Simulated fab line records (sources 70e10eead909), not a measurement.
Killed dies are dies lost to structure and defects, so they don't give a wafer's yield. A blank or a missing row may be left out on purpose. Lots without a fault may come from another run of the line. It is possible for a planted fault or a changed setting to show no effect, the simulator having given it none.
Matching of chambers / flow nand_harc / pecvd-04 running NHARC_A_STAIRCASE_DEP_151: 3 sister chambers
The step deposits SiO2, target thk 3800 nm. 3 wafers are shown with their chamber, then 8 later ones without.

## WAFERS WITH THEIR CHAMBER
wafer=L084.5; chamber=2; heater_power_w (W)=672
wafer=L084.6; chamber=1; heater_power_w (W)=620
wafer=L088.1; chamber=0; heater_power_w (W)=644

## WAFERS WHOSE CHAMBER IS MISSING
wafer=L088.3; heater_power_w (W)=746
wafer=L088.4; heater_power_w (W)=659
wafer=L091.1; heater_power_w (W)=730
wafer=L091.2; heater_power_w (W)=753
wafer=L091.3; heater_power_w (W)=749
wafer=L093.2; heater_power_w (W)=724
wafer=L093.4; heater_power_w (W)=634
wafer=L093.6; heater_power_w (W)=674

## WHICH CHAMBER EACH WENT THROUGH
wafer=L088.3; from the rows above=can't be placed: 2 or 0 or 1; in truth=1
wafer=L088.4; from the rows above=can't be placed: 2 or 0 or 1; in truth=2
wafer=L091.1; from the rows above=can't be placed: 2 or 0 or 1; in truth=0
wafer=L091.2; from the rows above=can't be placed: 2 or 0 or 1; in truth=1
wafer=L091.3; from the rows above=can't be placed: 2 or 0 or 1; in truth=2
wafer=L093.2; from the rows above=can't be placed: 2 or 0 or 1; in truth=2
wafer=L093.4; from the rows above=can't be placed: 0 or 1 or 2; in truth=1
wafer=L093.6; from the rows above=can't be placed: 2 or 0 or 1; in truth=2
Correctly placed: 0 of 8. Not placeable from these rows: 8 (in 8, the candidates include the true chamber). Number placed wrongly: 0.
How it was worked out, from the rows above alone: a wafer's distance from a chamber is the root of the sum, over the readings, of the square of ((its reading less the chamber's mean) divided by the reading's scatter). The wafer belongs to the nearest chamber; if the next one is less than 2 further off, it can't be placed. Each chamber's mean is taken over the wafers shown for it. The scatter: root of mean squared gap, hidden wafer to nearest shown wafer, with one shown wafer a chamber.
